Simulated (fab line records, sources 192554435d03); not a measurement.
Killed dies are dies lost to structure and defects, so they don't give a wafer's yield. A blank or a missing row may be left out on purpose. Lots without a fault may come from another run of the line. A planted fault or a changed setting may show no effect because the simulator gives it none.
Which tool did it? | flow n5_finfet | 14 lots, 40 wafers sampled, at 2 steps of a route of 1938

WHAT THE GAUGES READ, wafer by wafer
N5_BEOL_M9_THK_MEAS_01.
lot  | measured     | on            | M9_ILD_THK (nm)
L562 | day 9 12:31  | film_metro-02 | 264 266
L563 | day 9 19:36  | film_metro-02 | 267 266 271
L564 | day 10 01:08 | film_metro-02 | 267 271 270
L567 | day 10 16:17 | film_metro-02 | 270 266 271
L568 | day 11 01:02 | film_metro-01 | 267 266 273
L570 | day 11 04:59 | film_metro-01 | 269 266 271
L574 | day 12 22:41 | film_metro-01 | 270 270 275
L579 | day 13 16:46 | film_metro-02 | 266 275
L578 | day 14 09:44 | film_metro-02 | 264 270 271
L580 | day 15 00:58 | film_metro-01 | 263 268 270
L581 | day 15 16:54 | film_metro-01 | 264 269 273
L582 | day 15 22:16 | film_metro-01 | 265 273 270
L585 | day 17 00:59 | film_metro-02 | 266 267 275
L583 | day 17 10:56 | film_metro-02 | 266 267 268

WHICH TOOL RAN EACH LOT (tool, then ch and the chambers of the sampled wafers, then the start)
lot  | N5_BEOL_M9_CURE_71
L562 | uv_cure-03 ch 1, day 9 11:59
L563 | uv_cure-01 ch 0, day 9 19:05
L564 | uv_cure-01 ch 1, day 10 00:37
L567 | uv_cure-02 ch 1, day 10 15:50
L568 | uv_cure-02 ch 0, day 11 00:31
L570 | uv_cure-02 ch 0, day 11 04:28
L574 | uv_cure-01 ch 2, day 12 22:10
L579 | uv_cure-02 ch 2, day 13 16:20
L578 | uv_cure-02 ch 0, day 14 08:59
L580 | uv_cure-02 ch 1, day 15 00:28
L581 | uv_cure-01 ch 1, day 15 16:32
L582 | uv_cure-02 ch 0, day 15 21:45
L585 | uv_cure-01 ch 1, day 17 00:28
L583 | uv_cure-03 ch 2, day 17 10:30
- N5_BEOL_M9_CURE_71: cures SiCOH lowk, time 240 s.

WHAT THE TOOLS THEMSELVES READ (means of the sampled wafers that have a number; where no wafer has one, the mark that the record gives instead)
N5_BEOL_M9_CURE_71.
lot  | tool       | lamp_power_pct (%) | wafer_temp_C_max
L562 | uv_cure-03 | 52.28              | 386.3
L563 | uv_cure-01 | 52.34              | 386.9
L564 | uv_cure-01 | 52.28              | 386.8
L567 | uv_cure-02 | 52.32              | 386.3
L568 | uv_cure-02 | 52.28              | 386.9
L570 | uv_cure-02 | 52.34              | 387.4
L574 | uv_cure-01 | 52.33              | 386.3
L579 | uv_cure-02 | 52.33              | 386.9
L578 | uv_cure-02 | 52.32              | 387.0
L580 | uv_cure-02 | 52.28              | 386.5
L581 | uv_cure-01 | 52.33              | 387.6
L582 | uv_cure-02 | 52.33              | 386.8
L585 | uv_cure-01 | 52.33              | 386.8
L583 | uv_cure-03 | 52.27              | 386.5

THE ANSWER, worked out from the rows above alone
Rule: what is usual is taken from the lots themselves. Put in order of their means at a reading, lots are off if they are a third of the lots or fewer, leave a main group of 4 or more, and stand apart from it by a gap of 3 or more times the standard deviation of the main group's means; of several such gaps the widest counts. A main group whose means are all the same, to the digits that the tables above print for the reading, isn't used. A lot without any number at a reading at which 4 lots or more have one is off too. The other lots that the step has rows for count as sound. The gauges are gone through in route order, then the tools' own readings, and for those a lot's mean is taken as printed above. The first step at which some lot is off is used, and at that step the reading that is off furthest; a lot without a number counts as furthest.
No lot is off at any reading shown: from this, nothing can be told.

WHAT THE SIMULATOR HAD PUT IN
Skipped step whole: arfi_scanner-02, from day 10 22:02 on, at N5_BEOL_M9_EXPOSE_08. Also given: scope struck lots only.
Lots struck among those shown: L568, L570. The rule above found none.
